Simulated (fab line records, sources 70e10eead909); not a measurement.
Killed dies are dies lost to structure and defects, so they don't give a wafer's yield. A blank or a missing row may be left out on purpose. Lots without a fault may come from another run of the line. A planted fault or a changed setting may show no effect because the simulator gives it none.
fab line records | flow nand_harc
record lots=5 wafers=15 last_day=24
route steps=1159 shown A_BLC@990 A_M0@994 END@1159
lots that met no fault: from a run of the same line without faults
start_h: hours from the record's first day to the start of the lot's first wafer shown | wait_h: hours since the lot's step before | " the same as in the row above | L1.1+2: a row that stands for several wafers | - no value, or no start given | * or withheld: withheld | < > ~ a bound
route shown NAME@n: a module of which the file shows steps, and the number in the route of the first | usual: mean/standard deviation of fault-free wafers | same: alike in all rows | chamber/n: place in a boat | sites: the reading at each site | _std_site: their standard deviation | _edge_site: outer sites' mean less inner sites' | radius_mm: how far each site lies from the wafer's centre | mask NAME#n: copy n | behind: the tool/chamber that last shaped the wafer | hold: why the lot was held/for how many hours/how that ended | device: the transistor (n, p or np) that didn't switch | end of line: the same wafers' tests at the end of the route | a step without rows: its recipe alone | killed: dies lost to structure and defects at the first sort, not the wafer's yield | map: a wafer's dies, x killed, . not, _ none there
set.NAME: the setting as run; set.NAME@STEP: as run at that earlier step | model.NAME: the simulator's own value behind a step, which no gauge read
lots at some steps of the route; a table a step, a row a wafer
services: from which hour (start_h, from the record's first day; less than 0 if before it) a tool's chamber was out of use, for how many hours, and why
## steps
# step NHARC_A_BLC_CMP_25
# recipe t_overpolish_s=30 target_thk_nm=150
# usual edge_zone_pressure_frac=1.001/0.0046 motor_current_A=12.5/1.7 overpolish_run_s=30.001/0.0087 slurry_filter_dp_kPa=13.50/0.13 time_to_endpoint_s=29.6/2.6
# columns lot.wafer tool chamber start_h wait_h edge_zone_pressure_frac motor_current_A overpolish_run_s slurry_filter_dp_kPa time_to_endpoint_s
L883.3 cmp-01 0 409.27 0.3 1.001 10.7 30.009 13.53 26.9
L883.1 " 1 " " 0.992 11.8 29.989 13.63 29.4
L883.5 " 3 " " 0.993 16.8 30.012 13.47 27.1
L890.1 cmp-01 0 454.81 0.4 1.001 11.5 30.002 13.58 26.5
L890.3 " 1 " " 0.996 12.0 30.005 13.52 26.6
L890.2 " 2 " " 1.003 12.7 30.002 13.38 27.1
L897.3 cmp-01 0 497.92 0.3 1.002 10.9 30.007 13.52 29.1
L897.2 " 1 " " 0.995 12.2 29.996 13.71 30.7
L897.4 " 2 " " 1.002 12.2 30.003 13.32 30.9
L895.1 cmp-03 0 498.35 0.4 1.005 14.9 29.991 13.56 32.9
L895.2 " 1 " " 1.009 11.9 30.020 13.51 33.2
L895.6 " 3 " " 0.996 13.1 29.996 13.33 33.0
L899.4 cmp-04 1 519.45 0.3 1.000 10.8 29.993 13.02 30.7
L899.2 " 3 " " 1.006 11.9 29.993 13.37 31.3
L899.3 " 0 " " 0.998 9.6 30.004 13.49 33.4
# step NHARC_A_BLC_SRD_27
# step NHARC_A_BLC_INSPECT_28
# usual raw_defect_count=402/120
# columns lot.wafer tool chamber start_h wait_h raw_defect_count
L883.1 defect_inspect-02 - 409.65 0.1 461
L883.3 " - " " 486
L883.5 " - " " 575
L890.1 defect_inspect-01 - 455.21 0.1 285
L890.2 " - " " 332
L890.3 " - " " 304
L897.2 defect_inspect-02 - 498.30 0.1 387
L897.3 " - " " 219
L897.4 " - " " 366
L895.1 defect_inspect-01 - 498.73 0.1 444
L895.2 " - " " 444
L895.6 " - " " 340
L899.2 defect_inspect-02 - 519.85 0.1 454
L899.3 " - " " 430
L899.4 " - " " 608
# step NHARC_A_M0_DEP_00
# recipe target_thk_a=1500 target_thk_nm=150 temp_c=withheld pressure_torr=5 flow_sccm=200 rf_w=600 material=SiOC
# step NHARC_A_M0_DEHYDRATE_01
# recipe temp_c=150 time_s=120
# step NHARC_A_M0_HMDS_02
# recipe time_s=30
# step NHARC_A_M0_COAT_33
# recipe temp_c=200 time_s=65
# step NHARC_A_M0_COAT_03
# recipe spin_rpm=1500 resist_thk_nm=90
# step NHARC_A_M0_SOFTBAKE_04
# recipe temp_c=105 time_s=55
# step NHARC_A_M0_EBR_05
# step NHARC_A_M0_EXPOSE_06
# recipe na=1.35 target_cd_nm=80 dose_mj=83.25 mask_id=A_M0
# step NHARC_A_M0_PEB_07
# recipe peb_temp_c=100 peb_time_s=65
# usual heater_power_total_W=156.6/0.41
# columns lot.wafer tool chamber start_h wait_h heater_power_total_W
L883.1 litho_track-04 0 410.47 0.1 157.0
L883.3 " 0 " " 156.8
L883.5 " 0 " " 156.0
L890.1 litho_track-06 0 456.03 0.1 156.0
L890.2 " 0 " " 157.0
L890.3 " 0 " " 156.9
L897.2 litho_track-01 0 499.18 0.1 157.1
L897.3 " 0 " " 156.8
L897.4 " 0 " " 156.3
L895.1 litho_track-06 0 499.63 0.1 156.8
L895.2 " 0 " " 160.5
L895.6 " 0 " " 156.4
L899.2 litho_track-04 0 520.56 0.1 157.2
L899.3 " 0 " " 156.1
L899.4 " 0 " " 157.1
# step NHARC_A_M0_DEVELOP_08
# recipe develop_time_s=35 dev_temp_c=23
# step NHARC_A_M0_CD_MEAS_09
# recipe target_cd_nm=80 landing_energy_ev=500
# usual cd_nm=79.8/0.48
# columns lot.wafer tool chamber start_h wait_h cd_nm
L883.1 cd_sem-02 0 410.55 - 79.4
L883.3 " 0 " " 80.5
L883.5 " 0 " " 79.7
L890.1 cd_sem-03 0 456.11 - 79.9
L890.2 " 0 " " 80.5
L890.3 " 0 " " 79.9
L897.2 cd_sem-02 0 499.26 - 80.1
L897.3 " 0 " " 79.8
L897.4 " 0 " " 80.3
L895.1 cd_sem-02 0 499.71 - 80.0
L895.2 " 0 " " 77.6
L895.6 " 0 " " 78.6
L899.2 cd_sem-01 0 520.64 - 79.8
L899.3 " 0 " " 78.8
L899.4 " 0 " " 79.4
# step NHARC_A_M0_OVL_MEAS_10
# recipe pitch_nm=160
# usual overlay_x_nm=-0.2/0.81 overlay_y_nm=0.2/1
# columns lot.wafer tool chamber start_h wait_h overlay_x_nm overlay_y_nm
L883.1 overlay-02 - 410.64 - 0.0 2.6
L883.3 " - " " 0.1 2.5
L883.5 " - " " 0.0 1.6
L890.1 overlay-01 - 456.20 - -0.6 -0.5
L890.2 " - " " -0.1 -0.3
L890.3 " - " " 0.0 -0.6
L897.2 overlay-01 - 499.35 - 1.2 -0.7
L897.3 " - " " 1.8 -1.0
L897.4 " - " " 1.0 -0.1
L895.1 overlay-01 - 499.80 - 1.7 -1.5
L895.2 " - " " 1.2 -0.7
L895.6 " - " " 1.1 -1.0
L899.2 overlay-01 - 520.72 - -1.3 -1.1
L899.3 " - " " -1.0 -1.0
L899.4 " - " " -1.0 -0.9
# step NHARC_A_M0_INSPECT_11
# usual raw_defect_count=33/14
# columns lot.wafer tool chamber start_h wait_h raw_defect_count
L883.1 defect_inspect-01 - 410.68 0.0 38
L883.3 " - " " 42
L883.5 " - " " 40
L890.1 defect_inspect-02 - 456.23 0.0 34
L890.2 " - " " 31
L890.3 " - " " 38
L897.2 defect_inspect-02 - 499.39 0.0 39
L897.3 " - " " 37
L897.4 " - " " 36
L895.1 defect_inspect-02 - 499.83 0.0 34
L895.2 " - " " 44
L895.6 " - " " 32
L899.2 defect_inspect-02 - 520.76 0.0 39
L899.3 " - " " 41
L899.4 " - " " 40
# step NHARC_A_M0_DESCUM_14
# recipe time_s=3 o2_flow_sccm=200 ar_flow_sccm=0 bias_power_w=0 chemistry=O2
# usual drypump_motor_current_A=5.6/0.59 oes_product_au=0.995/0.0075 rf_vpp_V=57.5/0.89 showerhead_plenum_p_Torr=1.87/0.08 throttle_valve_pct=11.312/0.01
# columns lot.wafer tool chamber start_h wait_h drypump_motor_current_A oes_product_au rf_hours_counter_h rf_vpp_V showerhead_plenum_p_Torr throttle_valve_pct model.A_M0.cd_nm
L883.3 rie_diel-04 3 410.75 0.1 6.5 1.007 7 57.4 1.84 11.307 80.16
L883.1 " 0 " " 5.7 0.996 6 59.1 2.06 11.300 79.2
L883.5 " 3 " " 6.5 1.002 - 58.1 1.84 11.309 79.65
L890.3 rie_diel-04 2 456.30 0.1 6.4 1.002 12 57.5 1.88 11.307 80.93
L890.1 " 3 " " 6.5 0.994 12 57.0 1.84 11.311 80.17
L890.2 " 1 " " 5.3 0.993 10 56.3 2.00 11.310 80.35
L897.3 rie_diel-11 2 499.45 0.1 6.2 0.988 10 57.0 1.79 11.304 79.6
L897.2 " 0 " " 6.0 0.989 9 58.4 1.91 11.312 80.06
L897.4 " 2 " " 6.2 0.985 - 57.3 1.79 11.311 79.79
L895.1 rie_diel-07 1 499.90 0.1 5.2 0.995 6 57.6 1.84 11.309 78.99
L895.2 " 2 " " 5.5 0.994 6 57.6 1.87 11.319 76.89
L895.6 " 1 " " 5.2 0.998 - 57.8 1.84 11.306 77.99
L899.4 rie_diel-11 0 520.82 0.1 6.0 0.990 10 57.5 1.91 11.322 78.98
L899.2 " 2 " " 6.2 0.997 11 58.6 1.79 11.319 79.44
L899.3 " 3 " " 4.8 0.989 11 57.9 1.79 11.291 79.38
# step NHARC_A_M0_ETCH_34
# recipe target_depth_a=400 overetch_a=120 time_s=43.94 ion_energy_ev=200 n2_flow_sccm=150 h2_flow_sccm=150 ar_flow_sccm=0 rf_w=400 bias_w=150 chemistry=N2/H2
# usual bias_w=150.0/0.48 drypump_motor_current_A=5.6/0.57 h2_flow_sccm=150.0/0.46 oes_product_au=0.996/0.0065 rf_vpp_V=429.3/2.7 showerhead_plenum_p_Torr=2.00/0.093 throttle_valve_pct=14.171/0.0082
# columns lot.wafer tool chamber start_h wait_h bias_w drypump_motor_current_A h2_flow_sccm oes_product_au rf_hours_counter_h rf_vpp_V showerhead_plenum_p_Torr throttle_valve_pct
L883.3 rie_diel-04 0 410.83 0.1 149.7 5.7 150.5 0.989 6 434.1 2.20 14.180
L883.1 " 1 " " 149.6 5.3 149.5 0.982 7 432.8 2.14 14.169
L883.5 " 0 " " 149.3 5.7 150.7 0.994 - 435.3 2.20 14.173
L890.1 rie_diel-04 0 456.38 0.1 150.3 5.7 149.7 0.996 12 434.0 2.19 14.164
L890.2 " 1 " " 150.3 5.3 149.8 0.984 10 433.7 2.14 14.160
L890.3 " 2 " " 150.4 6.4 150.1 0.991 12 429.8 2.00 14.169
L897.3 rie_diel-11 2 499.56 0.1 149.6 6.2 149.6 0.998 10 426.7 1.90 14.162
L897.2 " 3 " " 150.2 4.8 150.2 1.005 10 426.8 1.91 14.148
L897.4 " 2 " " 150.1 6.2 150.4 0.992 - 426.1 1.90 14.171
L895.2 rie_diel-07 1 499.98 0.1 150.1 5.2 150.1 0.990 6 428.2 1.96 14.172
L895.1 " 3 " " 149.3 5.2 150.1 0.995 6 434.0 2.17 14.164
L895.6 " 0 " " 149.8 5.9 149.6 0.992 - 426.4 1.95 14.163
L899.2 rie_diel-11 2 520.90 0.1 149.6 6.2 149.9 0.999 11 427.7 1.90 14.179
L899.4 " 3 " " 149.8 4.8 149.6 1.001 11 425.5 1.90 14.165
L899.3 " 0 " " 150.1 6.0 149.5 0.988 10 431.3 2.03 14.170
# step NHARC_A_M0_ETCH_15
# recipe target_depth_a=1500 overetch_a=150 time_s=82.5 c4f8_flow_sccm=withheld ar_flow_sccm=400 rf_w=600 bias_w=300 chemistry=C4F8/Ar
# usual bias_w=299.9/0.87 oes_product_au=0.940/0.022 rf_vpp_V=439.7/2.7
# columns lot.wafer tool chamber start_h wait_h bias_w oes_product_au rf_hours_counter_h rf_vpp_V model.A_M0.cd_nm
L883.1 rie_diel-04 0 - - 298.5 0.984 6 445.9 79.35
L883.3 " 3 " " 299.0 0.962 7 438.5 80.18
L883.5 " 0 " " 300.0 0.984 - 444.6 79.78
L890.2 rie_diel-04 0 - - 300.7 0.919 12 444.6 80.13
L890.3 " 1 " " 300.7 0.913 10 443.2 80.82
L890.1 " 2 " " 299.6 0.913 12 438.7 79.9
L897.3 rie_diel-11 0 - - 299.2 0.914 9 441.8 79.62
L897.2 " 3 " " 299.9 0.919 10 435.6 79.8
L897.4 " 3 " " 299.2 0.921 - 436.9 79.63
L895.2 rie_diel-07 2 - - 300.7 0.920 6 440.3 76.52
L895.1 " 3 " " 300.5 0.928 6 444.5 78.77
L895.6 " 1 " " 299.1 0.921 - 437.9 77.61
L899.2 rie_diel-11 2 - - 298.5 0.934 11 437.0 79.39
L899.3 " 3 " " 299.6 0.931 11 438.4 79.08
L899.4 " 0 " " 300.3 0.909 10 440.8 78.85
# step NHARC_A_M0_CD_MEAS_16
# usual cd_nm=79.6/0.63
# columns lot.wafer tool chamber start_h wait_h cd_nm
L883.1 cd_sem-03 - 411.04 - 79.0
L883.3 " - " " 80.4
L883.5 " - " " 79.9
L890.1 cd_sem-02 - 456.59 - 80.2
L890.2 " - " " 80.0
L890.3 " - " " 80.9
L897.2 cd_sem-03 - 499.79 - 80.1
L897.3 " - " " 79.3
L897.4 " - " " 79.5
L895.1 cd_sem-03 - 500.19 - 78.9
L895.2 " - " " 76.5
L895.6 " - " " 77.6
L899.2 cd_sem-02 - 521.12 - 79.2
L899.3 " - " " 79.3
L899.4 " - " " 78.7
# step NHARC_A_M0_STRIP_18
# recipe power_w=1000 n2_flow_sccm=150 h2_flow_sccm=150 ar_flow_sccm=0 bias_w=0 chemistry=N2/H2
# usual drypump_motor_current_A=5.7/0.59 h2_flow_sccm=150.0/0.47 oes_product_au=0.997/0.0071 rf_vpp_V=90.5/0.96 showerhead_plenum_p_Torr=2.01/0.094 throttle_valve_pct=14.171/0.0081
# same bias_w=0
# columns lot.wafer tool chamber start_h wait_h drypump_motor_current_A h2_flow_sccm oes_product_au rf_hours_counter_h rf_vpp_V showerhead_plenum_p_Torr throttle_valve_pct
L883.3 rie_diel-11 3 411.17 0.1 4.8 150.1 0.992 3.6 89.7 1.91 14.170
L883.1 " 0 " " 6.0 150.1 0.991 2.9 90.2 2.04 14.164
L883.5 " 1 " " 4.7 149.5 0.995 - 89.4 1.95 14.156
L890.1 rie_diel-11 3 456.67 0.1 4.8 149.5 0.998 6.6 88.6 1.91 14.170
L890.3 " 0 " " 6.1 149.8 0.993 6.3 90.2 2.03 14.171
L890.2 " 2 " " 6.2 150.2 1.001 6.6 89.1 1.90 14.178
L897.2 rie_diel-04 3 499.86 0.1 6.5 150.1 1.009 1.9 89.2 1.95 14.166
L897.3 " 1 " " 5.3 149.5 0.994 1.6 90.9 2.14 14.171
L897.4 " 2 " " 6.4 150.7 0.994 1.7 90.4 2.00 14.172
L895.2 rie_diel-11 0 500.26 0.1 6.0 150.7 0.978 8.9 90.9 2.03 14.172
L895.1 " 1 " " 4.7 150.4 0.995 9.1 91.0 1.94 14.181
L895.6 " 1 " " 4.7 149.6 0.986 - 89.5 1.94 14.183
L899.4 rie_diel-07 1 521.19 0.1 5.2 149.9 0.995 6.3 90.8 1.96 14.184
L899.2 " 3 " " 5.2 149.8 0.994 6.1 92.5 2.17 14.156
L899.3 " 0 " " 6.0 149.9 0.989 5.9 91.6 1.95 14.155
# step NHARC_END_SORT_01
# recipe temp_c=25
# usual defect_limited_yield=94.9/1.7 killed_at_array=31/12 killed_at_other=0.6/0.85 killed_at_periphery=3.0/2.3 killed_dies=35/12 killed_open=3.2/1.9 killed_short=1.8/1.4 sort_bin_2_pct=1.6/0.7 sort_bin_3_pct=0.28/0.22 sort_bin_4_pct=3.3/1.2 sort_n_pass=642/12 sort_rim_yield_pct=97.7/1.5 sort_yield_pct=94.9/1.7
# same gross_dies=677 sort_bin_5_pct[%]=0 sort_bin_6_pct[%]=0 sort_bin_7_pct[%]=0 sort_bin_8_pct[%]=0 sort_rim_n_gross=106.00
# columns lot.wafer tool chamber start_h wait_h defect_limited_yield[%] killed_at_array killed_at_other killed_at_periphery killed_dies killed_open killed_short sort_bin_2_pct[%] sort_bin_3_pct[%] sort_bin_4_pct[%] sort_n_pass sort_rim_yield_pct[%] sort_yield_pct[%]
L883.1 prober-01 0 461.25 2.5 95.0 30 0 4 34 3 3 2.4 0 2.7 643 99.1 95.0
L883.3 prober-01 0 462.83 3.1 94.1 39 0 1 40 5 1 1.6 0.30 4.0 637 99.1 94.1
L883.5 prober-01 0 464.40 3.6 94.2 38 0 1 39 0 4 2.1 0.59 3.1 638 100.0 94.2
L890.1 prober-01 0 500.92 2.5 95.7 26 1 2 29 0 1 2.1 0.15 2.1 648 99.1 95.7
L890.2 prober-01 0 501.71 2.8 94.7 33 0 3 36 5 1 0.9 0.15 4.3 641 99.1 94.7
L890.3 prober-01 0 502.51 3.1 93.2 41 1 4 46 9 1 2.4 0 4.4 631 96.2 93.2
L895.1 prober-01 0 541.63 2.5 95.3 31 0 1 32 4 1 1.6 0.44 2.7 645 99.1 95.3
L895.2 prober-01 0 542.43 2.8 93.5 40 1 3 44 1 5 2.1 0.44 4.0 633 98.1 93.5
L895.6 prober-01 0 545.63 4.0 94.8 30 0 5 35 4 2 1.5 0.15 3.5 642 96.2 94.8
L897.2 prober-02 0 550.07 2.8 93.9 37 1 3 41 2 3 1.8 0.30 4.0 636 97.2 93.9
L897.3 prober-02 0 550.89 3.1 94.8 33 0 2 35 2 3 1.3 0 3.8 642 98.1 94.8
L897.4 prober-02 0 551.70 3.4 94.2 37 0 2 39 4 2 1.6 0.59 3.5 638 97.2 94.2
# killed by level:class
L883.1 A_CHANNEL_HOLE_D1:chamber_film_flake=15 A_SLIT:chamber_film_flake=9 A_STAIRCASE:chamber_film_flake=2 P_CONTACT:geometric_particle:open=1 P_M0:geometric_particle:open=1 P_M2:geometric_particle:short=1 A_ONON_D1:geometric_particle:short=1 A_WL_FILL:geometric_particle:open=1
L883.3 A_SLIT:chamber_film_flake=13 A_CHANNEL_HOLE_D1:chamber_film_flake=11 A_STAIRCASE:chamber_film_flake=4 A_CONTACT:chamber_film_flake=4 A_CONTACT:geometric_particle:open=2 A_BLC:chamber_film_flake=2 P_M1:geometric_particle:open=1 A_CHANNEL_FILL_D1:geometric_particle:open=1
L883.5 A_CHANNEL_HOLE_D1:chamber_film_flake=19 A_SLIT:chamber_film_flake=14 A_ONON_D1:geometric_particle:short=2 A_SGD_CUT:geometric_particle:short=1 A_WL_FILL:geometric_particle:short=1 P_ZERO_WELL:chamber_film_flake=1 A_STAIRCASE:chamber_film_flake=1
L890.1 A_CHANNEL_HOLE_D1:chamber_film_flake=12 A_SLIT:chamber_film_flake=9 A_CONTACT:chamber_film_flake=2 A_STAIRCASE:chamber_film_flake=2 A_CHANNEL_FILL_D1:geometric_particle:short=1 P_STI:chamber_film_flake=1 P_M2:chamber_film_flake=1 THIN_TSV:chamber_film_flake=1
L890.2 A_CHANNEL_HOLE_D1:chamber_film_flake=11 A_SLIT:chamber_film_flake=8 A_CONTACT:geometric_particle:open=4 A_CONTACT:chamber_film_flake=4 P_STI:chamber_film_flake=2 A_WL_FILL:chamber_film_flake=2 A_STAIRCASE:chamber_film_flake=2 A_ONON_D1:geometric_particle:short=1
L890.3 A_SLIT:chamber_film_flake=13 A_CHANNEL_HOLE_D1:chamber_film_flake=11 A_STAIRCASE:chamber_film_flake=3 A_CONTACT:chamber_film_flake=3 P_M0:geometric_particle:open=2 A_CHANNEL_FILL_D1:geometric_particle:open=2 A_BLC:geometric_particle:open=2 A_ZERO_WELL:chamber_film_flake=2
L895.1 A_CHANNEL_HOLE_D1:chamber_film_flake=16 A_STAIRCASE:chamber_film_flake=5 A_CONTACT:chamber_film_flake=3 A_CHANNEL_FILL_D1:geometric_particle:open=2 P_CONTACT:geometric_particle:open=1 A_SGD_CUT:geometric_particle:short=1 A_CONTACT:geometric_particle:open=1 A_ZERO_WELL:chamber_film_flake=1
L895.2 A_CHANNEL_HOLE_D1:chamber_film_flake=29 A_STAIRCASE:chamber_film_flake=5 P_CONTACT:geometric_particle:short=2 A_CONTACT:chamber_film_flake=2 A_CHANNEL_FILL_D1:geometric_particle:short=1 A_SGD_CUT:geometric_particle:short=1 A_CONTACT:geometric_particle:open=1 P_GATE:chamber_film_flake=1
L895.6 A_CHANNEL_HOLE_D1:chamber_film_flake=18 A_CONTACT:chamber_film_flake=4 A_CONTACT:geometric_particle:open=2 P_STI:chamber_film_flake=2 A_WL_FILL:chamber_film_flake=2 P_CONTACT:geometric_particle:short=1 P_M2:geometric_particle:open=1 A_CHANNEL_FILL_D1:geometric_particle:open=1
L897.2 A_SLIT:chamber_film_flake=13 A_CHANNEL_HOLE_D1:chamber_film_flake=7 A_CONTACT:chamber_film_flake=7 A_STAIRCASE:chamber_film_flake=5 A_M1:geometric_particle:short=2 P_BONDPAD:chamber_film_flake=2 P_CONTACT:geometric_particle:open=1 A_WL_FILL:geometric_particle:short=1
L897.3 A_SLIT:chamber_film_flake=19 A_CHANNEL_HOLE_D1:chamber_film_flake=5 A_STAIRCASE:chamber_film_flake=3 A_CONTACT:chamber_film_flake=2 P_CONTACT:geometric_particle:short=1 P_CONTACT:geometric_particle:open=1 A_CHANNEL_FILL_D1:geometric_particle:open=1 A_CHANNEL_FILL_D1:geometric_particle:short=1
L897.4 A_SLIT:chamber_film_flake=18 A_CHANNEL_HOLE_D1:chamber_film_flake=7 A_CONTACT:chamber_film_flake=5 A_CONTACT:geometric_particle:open=2 P_CONTACT:geometric_particle:open=1 P_M1:geometric_particle:short=1 A_ONON_D1:geometric_particle:short=1 A_ONON_D1:geometric_particle:open=1
## services
# columns tool chamber start_h hours kind
rie_diel-04 0 389.82 3.0 repair
rie_diel-11 2 393.55 4.1 repair
rie_diel-11 1 396.35 8.9 repair
cmp-04 - 399.13 4.0 pm
rie_diel-11 0 400.00 - clean
rie_diel-07 - 405.58 9.0 pm
cmp-01 - 435.85 3.8 repair
rie_diel-04 1 437.70 15.6 repair
litho_track-01 - 443.00 7.0 pm
cmp-04 - 446.39 1.4 repair
rie_diel-07 1 448.00 10.0 repair
cmp-03 - 450.10 4.0 pm
rie_diel-04 - 465.90 9.0 pm
litho_track-06 - 467.00 7.0 pm
rie_diel-11 0 468.15 14.7 repair
cmp-01 - 473.78 4.0 pm
rie_diel-11 2 486.28 1.2 repair
cmp-04 - 488.82 4.6 repair
litho_track-04 - 491.00 7.0 pm
rie_diel-11 1 497.02 2.7 repair
cmp-04 - 497.25 4.0 pm
cmp-01 - 512.70 4.6 repair
rie_diel-04 1 514.64 13.2 repair
rie_diel-04 0 519.76 8.3 repair
## key
first_sign step=NHARC_A_M0_PEB_07 reading=heater_power_total_W direction=up sigmas=9.6 usual=* struck=*
effect step=NHARC_A_M0_CD_MEAS_09 reading=cd_nm direction=down sigmas=4.7 usual=79.8 struck=77.6
effect step=NHARC_A_M0_CD_MEAS_16 reading=cd_nm direction=down sigmas=5 usual=79.6 struck=76.5
model_effect step=NHARC_A_M0_DESCUM_14 value=A_M0.cd_nm without=78.7 struck=76.89
model_effect step=NHARC_A_M0_ETCH_15 value=A_M0.cd_nm without=78.33 struck=76.52
met_at NHARC_A_M0_PEB_07
struck_wafers L895.2
onset_between 456.03 499.63
fault kind=process_parameter_drift tool=litho_track-06 chamber=- onset_h=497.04 steps=NHARC_A_M0_PEB_07 channel=peb_time_s offset=* shape=step end_h=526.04 scope=struck_wafers_only acts_in=* stated=*
